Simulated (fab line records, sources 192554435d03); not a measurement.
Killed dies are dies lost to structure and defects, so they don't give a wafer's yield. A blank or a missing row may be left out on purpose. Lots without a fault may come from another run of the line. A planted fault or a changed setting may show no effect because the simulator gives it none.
A struck lot beside a sound one | flow n5_finfet | 27 steps out of a route of 1938
Sound: wafers L978.1, L978.2, L978.3. Struck: wafers L984.1, L984.3, L984.4. The cause comes at the end.
At each step with rows: each side's tool, then ch and its chambers, then its first start. Under that, the readings that differ: sound wafers | struck wafers | difference of the means | sigmas: that difference in standard deviations of wafers without a fault.
alike: readings whose means differ by less than 2 such deviations, and words and numbers that are the same on both sides. not compared: withheld readings, readings that some wafer has no value for, bounds like >300 that may hide the same value, and numbers for which the record gives no deviation and whose values overlap.
The two part at a step that has a row with sigmas, a row that says differs or no value, or rows on one side only. Numbers that don't overlap but have no deviation are shown without sigmas and don't part them. A reading that every wafer of one side lacks parts them only if that side has two wafers or more.

first, 9 steps without rows for these wafers: N5_BEOL_M14_COAT_58 (time 60 s, resist thk 89 nm); N5_BEOL_M14_COAT_04 (resist thk 800 nm); N5_BEOL_M14_EBR_06; N5_BEOL_M14_SOFTBAKE_05 (time 60 s); N5_BEOL_M14_EXPOSE_07 (exposes mask V13); N5_BEOL_M14_PEB_08 (peb time 90 s); N5_BEOL_M14_DEVELOP_09 (develop time 45 s); N5_BEOL_M14_HARDBAKE_14 (time 120 s); N5_BEOL_M14_DESCUM_15 (chemistry O2, time 7.9 s).
N5_BEOL_M14_ETCH_59: etches BARC in N2/H2, target depth 89 nm, overetch 26.7 nm, time 67.9 s.
  sound on rie_diel-02 ch 1,2,3, day 12 06:17; struck on rie_diel-02 ch 1,2,3, day 14 03:09
  alike: drypump_motor_current_A, oes_product_au, rf_vpp_V, showerhead_plenum_p_Torr, throttle_valve_pct
  not compared: rf_hours_counter_h
then, 14 steps without rows for these wafers: N5_BEOL_M14_VIA_ETCH_16 (etches SiO2 in C4F8/O2/Ar, target depth 1231.3 nm); N5_BEOL_M14_STRIP_63 (strips in O2); N5_BEOL_M14_STRIP_64 (strips in O2); N5_BEOL_M14_STRIP_71 (strips in post etch residue remover, time 60 s); N5_BEOL_M14_SRD_72 (time 30 s, dry time 30 s); N5_BEOL_M14_COAT_65 (time 60 s, resist thk 450 nm); N5_BEOL_M14_COAT_66 (time 60 s, resist thk 110 nm); N5_BEOL_M14_COAT_22 (resist thk 300 nm); N5_BEOL_M14_EBR_24; N5_BEOL_M14_SOFTBAKE_23 (time 60 s); N5_BEOL_M14_EXPOSE_25 (exposes mask M14, target cd 280 nm); N5_BEOL_M14_PEB_26 (peb time 90 s); N5_BEOL_M14_DEVELOP_27 (develop time 45 s); N5_BEOL_M14_HARDBAKE_32 (time 120 s).
N5_BEOL_M14_INSPECT_30: inspects for defects (macro).
  sound on defect_inspect-01, day 12 07:04; struck on defect_inspect-01, day 14 04:01
  reading          | sound | struck        | difference | sigmas
  raw_defect_count | 0 0 4 | >300 295 >300 | differs    |
then, 1 step without rows for these wafers: N5_BEOL_M14_DESCUM_33 (chemistry O2, time 7.9 s).
N5_PASSIVATION_PROBE_49:
  the record has rows for the struck wafers here (prober-01, day 15 07:52) and none for the sound ones

WHERE THEY PART
First at N5_BEOL_M14_INSPECT_30; last, within this record, at N5_PASSIVATION_PROBE_49.

WHY: what the simulator had put in
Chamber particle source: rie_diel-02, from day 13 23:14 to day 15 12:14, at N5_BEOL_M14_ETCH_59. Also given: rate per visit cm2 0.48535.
